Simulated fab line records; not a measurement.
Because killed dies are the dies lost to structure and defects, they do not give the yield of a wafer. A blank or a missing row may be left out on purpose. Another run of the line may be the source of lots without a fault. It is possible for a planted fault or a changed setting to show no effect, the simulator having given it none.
Chamber matching | flow n5 finfet | ald sin-02 running N5_MOL_CONTACT_COAG_ALD_123: 4 sister chambers
The step deposits SiNx, target thk 5 nm, pulse time 1 s, purge time 2 s. 4 wafers are shown with their chamber, then 10 later ones without.

## WAFERS PAIRED WITH THEIR CHAMBERS
wafer  | chamber | heater power w (W)
L088.2 | 2       | 844
L088.3 | 1       | 782
L089.1 | 3       | 656
L089.4 | 0       | 973

## WAFERS WITHOUT THEIR CHAMBER
wafer  | heater power w (W)
L089.6 | 996
L091.1 | 775
L091.4 | 843
L091.5 | 845
L093.1 | 874
L093.4 | 973
L093.6 | 848
L096.1 | 794
L096.3 | 660
L096.5 | 765

## EACH ONE'S CHAMBER
wafer  | from the rows above | in truth
L089.6 | 0                   | 0
L091.1 | 1                   | 1
L091.4 | 2                   | 2
L091.5 | 2                   | 2
L093.1 | 2                   | 2
L093.4 | 0                   | 0
L093.6 | 2                   | 2
L096.1 | 1                   | 1
L096.3 | 3                   | 3
L096.5 | 1                   | 1
Correctly placed: 10 of 10. Can't be placed from these rows: 0. 0 placed wrongly.
How it was worked out, from the rows above alone: a wafer's distance from a chamber is the root of the sum, over the readings, of the square of ((its reading less the chamber's mean) divided by the reading's scatter). The wafer belongs to the nearest chamber; if the next one is less than 2 further off, it can't be placed. The mean given for a chamber averages the wafers shown for that chamber. The scatter: with one shown wafer a chamber, the root of the mean of the squares of how far each hidden wafer lies from its nearest shown one.
